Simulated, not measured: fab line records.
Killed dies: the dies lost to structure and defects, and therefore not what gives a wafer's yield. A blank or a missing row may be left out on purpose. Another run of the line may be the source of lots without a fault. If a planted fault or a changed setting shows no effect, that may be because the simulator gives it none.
A lot that was struck, set against a sound lot | flow nand harc | 42 steps out of a route of 1302
Sound: the wafers L557.1, L557.5, L557.6. Struck: wafers L568.1, L568.5, L568.6. The cause is given at the end.
Per side, at each step with rows, come the tool, then ch with its chambers, and then its first start. Under that, the readings that differ: sound wafers | struck wafers | difference of the means | sigmas: that difference in standard deviations of wafers without a fault.
alike: words and numbers the same on both sides, and readings whose means are apart by under 2 such deviations; not compared: readings that were withheld, readings missing a value for some wafer, numbers with overlapping values and no deviation given by the record, and bounds like >300 which may hide the same value.
Wherever a step has rows on one side only, a row that says differs or no value, or a row with sigmas, the two part there. Non-overlapping numbers with no deviation appear without sigmas and do not part them. A reading missing from all wafers of one side parts the sides only when that side holds two or more wafers.

first, 3 steps without rows for these wafers: NHARC_A_CHANNEL_HOLE_D1_STRIP_42 (strips in CF4/CHF3); NHARC_A_CHANNEL_HOLE_D1_STRIP_43 (strips in O2/COS); NHARC_A_CHANNEL_HOLE_D1_ETCH_44 (etches the open film in CF4/O2, target depth 140 nm, overetch 14 nm, time 77 s).
NHARC_A_CHANNEL_HOLE_D1_STRIP_27: strips in O2.
  sound: rie diel-10 ch 0,1,3; struck: rie diel-10 ch 1,2,3
  reading                | sound                | struck               | difference | sigmas
  throttle valve pct (%) | 17.028 17.027 17.020 | 17.060 17.041 17.037 | +0.021     | +2
  alike: chamber pressure mTorr, drypump motor current A, mfc ar sccm, oes product au, rf vpp V, showerhead plenum p Torr
  not compared: rf hours counter h
then, 2 steps without rows for these wafers: NHARC_A_CHANNEL_HOLE_D1_PRECLEAN_28 (cleans in SC1); NHARC_A_CHANNEL_HOLE_D1_SRD_29.
NHARC_A_CHANNEL_HOLE_D1_CD_MEAS_30:
  struck on cd sem-03, day 14 08:23; sound on cd sem-03, day 9 13:32
  alike: cd nm
NHARC_A_CHANNEL_HOLE_D1_XSEM_31:
  sound on xsem-01 ch 0, day 9 13:37; struck on xsem-01 ch 0, day 14 08:29
  alike: bot cd nm, bow nm, tilt deg
NHARC_A_CHANNEL_HOLE_D1_INSPECT_40:
  struck on defect inspect-02, day 14 08:34; sound on defect inspect-02, day 9 13:43
  alike: raw defect count
then, 3 steps without rows for these wafers: NHARC_A_CHANNEL_FILL_D1_PRECLEAN_00 (cleans in SC1); NHARC_A_CHANNEL_FILL_D1_SRD_01; NHARC_A_CHANNEL_FILL_D1_ALD_02 (deposits SiO2, target thk 6 nm, pulse time 10 s, ald cycles 60).
NHARC_A_CHANNEL_FILL_D1_ALD_03: deposits SiNx, target thk 6 nm, pulse time 60 s, ald cycles 58.
  sound on ald sin batch-03 ch 0, day 9 16:24; struck on ald sin batch-03 ch 0, day 14 12:42
  reading              | sound | struck               | difference                   | sigmas
  susceptor temp C (C) | - - - | 604.10 604.22 604.24 | no value on the sound wafers |
  alike: precursor pulse height rel
NHARC_A_CHANNEL_FILL_D1_ALD_14: deposits SiO2, target thk 2.5 nm, pulse time 10 s, ald cycles 25.
  sound on ald hk-02 ch 0,1,2, day 9 20:15; struck on ald hk-03 ch 0,1, day 14 16:19
  alike: heater power outer w, heater power w, precursor pulse height rel, susceptor temp C
then, 4 steps without rows for these wafers: NHARC_A_CHANNEL_FILL_D1_ALD_15 (deposits SiNx, target thk 2 nm, pulse time 60 s, ald cycles 19); NHARC_A_CHANNEL_FILL_D1_ALD_16 (deposits SiO2, target thk 1.5 nm, pulse time 10 s, ald cycles 15); NHARC_A_CHANNEL_FILL_D1_ANNEAL_17 (time 1800 s); NHARC_A_CHANNEL_FILL_D1_CVD_18 (deposits poly-Si, target thk 3 nm).
NHARC_A_CHANNEL_FILL_D1_ETCHBACK_19: etches the open film in HBr/Cl2, target depth 5 nm, time 1.7 s.
  sound on rie si-06 ch 0,1,2, day 10 13:04; struck on rie si-02 ch 1,2,3, day 15 09:22
  reading                        | sound                | struck               | difference | sigmas
  chamber pressure mTorr (mTorr) | 14.965 15.009 14.978 | 15.018 15.001 15.013 | +0.027     | +2
  alike: drypump motor current A, mfc cl2 sccm, oes product au, throttle valve pct
  not compared: rf hours counter h
then, 6 steps without rows for these wafers: NHARC_A_CHANNEL_FILL_D1_ETCHBACK_20 (etches the open film in C4F8/O2/Ar, target depth 27 nm, time 13.5 s); NHARC_A_CHANNEL_FILL_D1_STRIP_28 (strips in O2, time 20 s); NHARC_A_CHANNEL_FILL_D1_PRECLEAN_21 (cleans in dHF, time 30 s); NHARC_A_CHANNEL_FILL_D1_SRD_23; NHARC_A_CHANNEL_FILL_D1_CVD_05 (deposits poly-Si, target thk 5 nm); NHARC_A_CHANNEL_FILL_D1_ANNEAL_22 (time 7200 s).
NHARC_A_CHANNEL_FILL_D1_ALD_25: deposits SiOx, target thk 60 nm, pulse time 10 s, ald cycles 600.
  sound on ald hk-02 ch 2,3, day 11 02:01; struck on ald hk-03 ch 0,1,2, day 15 22:44
  reading                  | sound       | struck      | difference | sigmas
  heater power outer w (W) | 294 302 288 | 257 243 252 | -44        | -2
  alike: heater power w, precursor pulse height rel, susceptor temp C
then, 7 steps without rows for these wafers: NHARC_A_CHANNEL_FILL_D1_ETCHBACK_08 (etches the open film in C4F8, target depth 220 nm, time 110 s); NHARC_A_CHANNEL_FILL_D1_STRIP_29 (strips in O2, time 20 s); NHARC_A_CHANNEL_FILL_D1_PRECLEAN_30 (cleans in dHF, time 30 s); NHARC_A_CHANNEL_FILL_D1_SRD_31; NHARC_A_CHANNEL_FILL_D1_CVD_09 (deposits poly-Si, target thk 150 nm, time 3000 s); NHARC_A_CHANNEL_FILL_D1_CMP_10 (polishes, target thk 150 nm); NHARC_A_CHANNEL_FILL_D1_SRD_12.
NHARC_A_CHANNEL_FILL_D1_INSPECT_13:
  struck on defect inspect-02, day 16 09:24; sound on defect inspect-02, day 11 13:10
  alike: raw defect count
then, 5 steps without rows for these wafers: NHARC_A_DECK1_JOINT_ETCHBACK_07 (etches the open film in HBr, target depth 105 nm, time 26.9 s); NHARC_A_DECK1_JOINT_ETCH_25 (etches SiO2 in dHF, target depth 0.5 nm); NHARC_A_DECK1_JOINT_ETCH_19 (etches poly-Si in TMAH, target depth 3 nm); NHARC_A_DECK1_JOINT_ETCH_18 (etches SiO2 in dHF, target depth 3 nm); NHARC_A_DECK1_JOINT_WET_08 (chemistry H3PO4, time 86 s).
-- a jump in the record: the struck wafers' starts before and after are 12 days apart (it breaks off in module A_DECK1_JOINT and resumes in module A_M0, where the first step shown is number 1150 of the route) --
NHARC_A_M0_DESCUM_14: chemistry O2, time 3 s.
  sound on rie diel-01 ch 0,1,2, day 23 10:28; struck on rie diel-03 ch 2,3, day 28 18:50
  reading               | sound             | struck            | difference | sigmas
  model.A_M0.cd nm (nm) | 79.61 80.61 80.23 | 82.76 82.91 82.85 | +2.69      |
  alike: chamber pressure mTorr, drypump motor current A, mfc ar sccm, oes product au, rf vpp V, showerhead plenum p Torr, throttle valve pct
  not compared: rf hours counter h
NHARC_A_M0_ETCH_15: etches the open film in C4F8/Ar, target depth 150 nm, overetch 15 nm, time 82.5 s.
  sound: rie diel-01 ch 0,2,3; struck: rie diel-03 ch 0,1
  reading               | sound             | struck            | difference | sigmas
  oes product au (a.u.) | 0.921 0.920 0.917 | 0.976 0.975 0.975 | +0.056     | +2
  model.A_M0.cd nm (nm) | 79.39 80.23 79.93 | 82.58 83.03 82.67 | +2.91      |
  alike: chamber pressure mTorr, rf vpp V
  not compared: rf hours counter h
-- jump in the record: it breaks off in module A_M0 and resumes in module END (first step shown: number 1302 of the route), and 2 days separate the struck wafers' starts before and after --
NHARC_END_SORT_01:
  at this point the record logs the struck wafers (prober-01 ch 0, day 30 20:00) and has no rows for the sound ones

WHERE THEY PART
Last at NHARC_END_SORT_01 as far as this record goes, first at NHARC_A_CHANNEL_HOLE_D1_STRIP_27.

WHY: what had been put in by the simulator
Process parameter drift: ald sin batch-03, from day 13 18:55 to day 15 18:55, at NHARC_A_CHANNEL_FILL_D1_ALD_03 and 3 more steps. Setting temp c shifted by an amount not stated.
